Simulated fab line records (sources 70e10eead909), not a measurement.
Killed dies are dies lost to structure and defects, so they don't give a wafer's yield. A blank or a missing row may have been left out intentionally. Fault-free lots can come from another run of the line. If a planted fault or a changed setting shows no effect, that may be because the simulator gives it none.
What tool caused it? | flow nand-harc | 42 wafers from 14 lots sampled at 5 of the route's 1302 steps

WHAT THE GAUGES SHOWED, per wafer
NHARC_HYBRID_BOND_OVL_MEAS_05.
lot  | measured     | on         | overlay-x-nm (nm) | overlay-y-nm (nm)
L412 | day 24 07:29 | overlay-02 | 1 -17 -60         | 27 0 9
L413 | day 24 07:29 | overlay-01 | 22 -22 18         | 31 -39 2
L414 | day 25 01:35 | overlay-02 | 4 26 -81          | -32 0 -57
L415 | day 25 01:36 | overlay-01 | -39 -84 -9        | -45 21 4
L416 | day 26 11:49 | overlay-01 | -5 -39 -13        | -19 55 26
L417 | day 25 16:46 | overlay-01 | -7 -1 44          | 12 33 39
L418 | day 27 05:32 | overlay-02 | 46 -2 -59         | -38 4 -37
L425 | day 29 07:46 | overlay-02 | -8 -13 37         | -8 -21 4
L424 | day 29 07:46 | overlay-01 | -36 -6 6          | 42 17 -5
L430 | day 31 11:08 | overlay-02 | -30 -39 12        | -43 -52 -1
L431 | day 31 20:02 | overlay-02 | -59 28 54         | -64 -9 -63
L432 | day 31 20:02 | overlay-01 | -13 -30 -2        | -85 -25 -1
L433 | day 33 03:14 | overlay-01 | 14 -12 18         | 24 14 76
L434 | day 33 14:45 | overlay-01 | 43 0 -15          | -29 -34 13

NHARC_THIN_TSV_CD_MEAS_37.
lot  | measured     | on        | cd-nm (nm)
L412 | day 24 17:34 | cd-sem-02 | 5005 5002 5002
L413 | day 24 18:51 | cd-sem-03 | 4997 4994 4997
L414 | day 25 11:55 | cd-sem-03 | 4988 4989 4994
L415 | day 25 12:49 | cd-sem-03 | 4999 4998 4996
L416 | day 26 22:02 | cd-sem-03 | 5000 4998 5002
L417 | day 26 02:53 | cd-sem-02 | 5001 5001 5003
L418 | day 27 15:41 | cd-sem-02 | 4990 5003 5002
L425 | day 29 17:52 | cd-sem-01 | 4998 5006 4999
L424 | day 29 19:07 | cd-sem-02 | 5002 4999 4990
L430 | day 31 22:17 | cd-sem-03 | 5004 5005 4998
L431 | day 32 09:56 | cd-sem-01 | 5001 5004 5000
L432 | day 32 10:59 | cd-sem-02 | 4996 4997 4991
L433 | day 33 13:40 | cd-sem-01 | 5004 4998 4999
L434 | day 34 00:56 | cd-sem-02 | 4999 4999 4998

NHARC_END_SORT_01.
lot  | measured     | on        | defect-limited-yield (%) | killed-at-array | killed-at-other | killed-at-periphery | killed-dies | killed-open | killed-short
L416 | day 27 06:38 | prober-01 | 91 94 94                 | 53 36 34        | 2 1 2           | 3 7 6               | 58 44 42    | 5 6 4       | 1 3 2
L425 | day 30 02:28 | prober-02 | 74 90 88                 | 73 67 81        | 0 1 0           | 104 2 3             | 177 70 84   | 2 1 6       | 2 3 3
L424 | day 30 01:35 | prober-01 | 82 96 96                 | 22 23 27        | 0 0 0           | 103 4 2             | 125 27 29   | 1 4 7       | 0 0 1

WHAT TOOL EACH LOT RAN ON (gives the tool, then ch and the chambers of the sampled wafers, and finally the start)
lot  | NHARC_P_M2_ETCH_15                 | NHARC_A_BONDPAD_PVD_17
L412 | rie-diel-04 ch 1,3, day 6 18:59    | pvd-sputter-01, day 24 07:29 or earlier
L413 | rie-diel-13 ch 0,1, day 7 07:24    | pvd-sputter-03, day 24 07:29 or earlier
L414 | rie-diel-04 ch 1,3, day 7 21:50    | pvd-sputter-03, day 25 01:35 or earlier
L415 | rie-diel-04 ch 0,1, day 8 04:04    | pvd-sputter-03, day 25 01:36 or earlier
L416 | rie-diel-13 ch 1,2,3, day 8 18:26  | pvd-sputter-01, day 26 11:49 or earlier
L417 | rie-diel-13 ch 0,2,3, day 8 20:27  | pvd-sputter-01, day 25 16:46 or earlier
L418 | rie-diel-04 ch 2,3, day 9 11:34    | pvd-sputter-02, day 27 05:32 or earlier
L425 | rie-diel-04 ch 1,2,3, day 12 07:57 | pvd-sputter-01, day 29 07:46 or earlier
L424 | rie-diel-04 ch 0,1,3, day 12 10:55 | pvd-sputter-02, day 29 07:46 or earlier
L430 | rie-diel-13 ch 0,2,3, day 14 10:22 | pvd-sputter-01, day 31 11:08 or earlier
L431 | rie-diel-13 ch 0,1,3, day 14 21:12 | pvd-sputter-01, day 31 20:02 or earlier
L432 | rie-diel-13 ch 0,2, day 15 03:28   | pvd-sputter-02, day 31 20:02 or earlier
L433 | rie-diel-02 ch 0,2,3, day 15 19:20 | pvd-sputter-02, day 33 03:14 or earlier
L434 | rie-diel-13 ch 1,2,3, day 16 04:08 | pvd-sputter-03, day 33 14:45 or earlier
- NHARC_P_M2_ETCH_15: etches the open film in C4F8/Ar, target depth 182.5 nm, time 91.2 s.
- NHARC_A_BONDPAD_PVD_17: deposits TaN, target thk 5 nm, time 8.06 s.

AS READ BY THE TOOLS THEMSELVES (means over the sampled wafers that have a number; for cases with no such wafer, the mark the record gives instead)
NHARC_P_M2_ETCH_15.
lot  | tool        | oes-product-au (a.u.) | rf-vpp-V (V)
L412 | rie-diel-04 | 0.921                 | 439.6
L413 | rie-diel-13 | 0.915                 | 440.5
L414 | rie-diel-04 | 0.929                 | 439.6
L415 | rie-diel-04 | 0.935                 | 440.8
L416 | rie-diel-13 | 0.961                 | 443.3
L417 | rie-diel-13 | 0.961                 | 440.6
L418 | rie-diel-04 | 0.963                 | 441.9
L425 | rie-diel-04 | 0.916                 | 441.1
L424 | rie-diel-04 | 0.911                 | 440.8
L430 | rie-diel-13 | 0.922                 | 441.6
L431 | rie-diel-13 | 0.915                 | 440.6
L432 | rie-diel-13 | 0.964                 | 441.6
L433 | rie-diel-02 | 0.917                 | 443.5
L434 | rie-diel-13 | 0.953                 | 443.8

NHARC_A_BONDPAD_PVD_17.
lot  | tool           | throttle-valve-pct (%)
L412 | pvd-sputter-01 | 30.4
L413 | pvd-sputter-03 | 30.1
L414 | pvd-sputter-03 | 29.8
L415 | pvd-sputter-03 | 29.1
L416 | pvd-sputter-01 | 30.5
L417 | pvd-sputter-01 | 30.8
L418 | pvd-sputter-02 | 29.6
L425 | pvd-sputter-01 | 31.0
L424 | pvd-sputter-02 | 28.8
L430 | pvd-sputter-01 | 30.8
L431 | pvd-sputter-01 | 30.1
L432 | pvd-sputter-02 | 29.2
L433 | pvd-sputter-02 | 29.5
L434 | pvd-sputter-03 | 29.3

THE ANSWER, worked out from the rows above alone
Rule: the usual values come from the lots themselves. The widest of any qualifying gaps counts: lots, ordered by their means at a reading, are off when they make up no more than a third of the lots, leave a main group of 4 or more, and stand apart from it by 3 or more times the standard deviation of that group's means. If all means in a main group match to the digits the tables above print for the reading, that group is not used. A lot without any number at a reading at which 4 lots or more have one is off too. Any other lot the step has rows for is counted as sound. After the gauges, taken in route order, come the tools' own readings; for these a lot's mean is taken, as printed above. At the first step where some lot is off, the reading lying furthest off is the one used; lots without a number count as furthest.
None of the lots is off at any reading shown; this tells nothing.

WHAT THE SIMULATOR PUT IN
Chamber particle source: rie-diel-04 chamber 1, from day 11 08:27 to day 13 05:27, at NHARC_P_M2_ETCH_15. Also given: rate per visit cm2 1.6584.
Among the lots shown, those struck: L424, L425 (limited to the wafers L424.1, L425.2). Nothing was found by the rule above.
